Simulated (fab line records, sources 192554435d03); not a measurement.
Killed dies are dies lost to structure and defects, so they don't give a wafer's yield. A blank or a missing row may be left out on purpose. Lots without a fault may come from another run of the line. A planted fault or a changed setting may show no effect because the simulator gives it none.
A struck lot beside a sound one | flow n5_finfet | 33 steps out of a route of 1938
Sound: wafers L765.2, L765.4, L765.6. Struck: wafers L762.2, L762.3, L762.4. The cause comes at the end.
At each step with rows: each side's tool, then ch and its chambers, then its first start. Under that, the readings that differ: sound wafers | struck wafers | difference of the means | sigmas: that difference in standard deviations of wafers without a fault.
alike: readings whose means differ by less than 2 such deviations, and words and numbers that are the same on both sides. not compared: withheld readings, readings that some wafer has no value for, bounds like >300 that may hide the same value, and numbers for which the record gives no deviation and whose values overlap.
The two part at a step that has a row with sigmas, a row that says differs or no value, or rows on one side only. Numbers that don't overlap but have no deviation are shown without sigmas and don't part them. A reading that every wafer of one side lacks parts them only if that side has two wafers or more.

first, 10 steps without rows for these wafers: N5_BEOL_M2_ETCH_41 (etches SiCN in CH3F/O2, target depth 29.9 nm, time 52.5 s); N5_BEOL_M2_STRIP_97 (strips in N2/H2, time 10 s); N5_BEOL_M2_HM_STRIP_39 (strips TiN in peroxide tin strip, target depth 25 nm, time 158 s); N5_BEOL_M2_SRD_40 (time 30 s); N5_BEOL_M2_PRECLEAN_42 (cleans in residue remover, time 60 s); N5_BEOL_M2_SRD_43 (time 30 s); N5_BEOL_M2_DEGAS_44 (time 60 s); N5_BEOL_M2_PRE_CLEAN_45 (time 30 s); N5_BEOL_M2_ALD_84 (deposits TaN, pulse time 2 s, purge time 3 s, co reactant purge time 2 s); N5_BEOL_M2_SURFACE_TREAT_85.
N5_BEOL_M2_CVD_47: deposits Co from CCTBA/H2, target thk 3 nm, time 223.8 s.
  sound on cvd_co-01 ch 0,2, day 13 00:05; struck on cvd_co-02 ch 0,1,2, day 12 02:58
  no value came back on the struck wafers for chamber_pressure_Torr (Torr), run_length_s (s), time_s (s); on the sound wafers chamber_pressure_Torr (Torr) reads 29.94 29.93 30.04
then, 19 steps without rows for these wafers: N5_BEOL_M2_SPUTTER_48 (material Cu, target thk 4.5 nm, time 8.29 s); N5_BEOL_M2_ANNEAL_49 (time 240 s); N5_BEOL_M2_SPUTTER_79 (material Cu, target thk 4.5 nm, time 8.29 s); N5_BEOL_M2_ANNEAL_80 (time 240 s); N5_BEOL_M2_SPUTTER_81 (material Cu, target thk 4.5 nm, time 8.29 s); N5_BEOL_M2_ANNEAL_82 (time 240 s); N5_BEOL_M2_SPUTTER_86 (material Cu, target thk 4.5 nm, time 8.29 s); N5_BEOL_M2_ANNEAL_87 (time 240 s); N5_BEOL_M2_SPUTTER_88 (material Cu, target thk 4.5 nm, time 8.29 s); N5_BEOL_M2_ANNEAL_89 (time 240 s); N5_BEOL_M2_SPUTTER_90 (material Cu, target thk 4.5 nm, time 8.29 s); N5_BEOL_M2_ANNEAL_91 (time 240 s); N5_BEOL_M2_SPUTTER_92 (material Cu, target thk 4.5 nm, time 8.29 s); N5_BEOL_M2_ANNEAL_93 (time 240 s); N5_BEOL_M2_SPUTTER_94 (material Cu, target thk 4.5 nm, time 8.29 s); N5_BEOL_M2_ANNEAL_95 (time 240 s); N5_BEOL_M2_SPUTTER_96 (material Cu, target thk 4.5 nm, time 8.29 s); N5_BEOL_M2_ECD_50 (material Cu, target thk 300 nm); N5_BEOL_M2_ANNEAL_51 (time 90 s).
N5_BEOL_M2_CMP_52: polishes, stops on SiOC, t overpolish 6.8 s, target thk 40 nm.
  sound on cmp-01 ch 0,3, day 13 02:51; struck on cmp-01 ch 0,1,2, day 12 05:41
  reading                                | sound          | struck         | difference | sigmas
  barrier_field_endpoint_s (s)           | 25.3 24.9 24.4 | 21.6 21.4 21.7 | -3.3       | -5
  model.Cu_of_BEOL_M2_ECD_50.thk_nm (nm) | 37 38.4 39     | 41 43 42.8     | +4         |
  alike: edge_zone_pressure_frac, head_pressure_psi, motor_current_A
N5_BEOL_M4_RC_MEAS_101:
  the record has rows for the sound wafers here (prober-02 ch 0, day 14 09:16) and none for the struck ones
-- the record jumps here: 5 days lie between the struck wafers' starts before and after (it left off in module BEOL_M4 and takes up again in module PASSIVATION, whose first step shown is number 1936 of the route) --
N5_PASSIVATION_PROBE_49:
  the record has rows for the struck wafers here (prober-01, day 17 13:53) and none for the sound ones

WHERE THEY PART
First at N5_BEOL_M2_CVD_47; last, within this record, at N5_PASSIVATION_PROBE_49.

WHY: what the simulator had put in
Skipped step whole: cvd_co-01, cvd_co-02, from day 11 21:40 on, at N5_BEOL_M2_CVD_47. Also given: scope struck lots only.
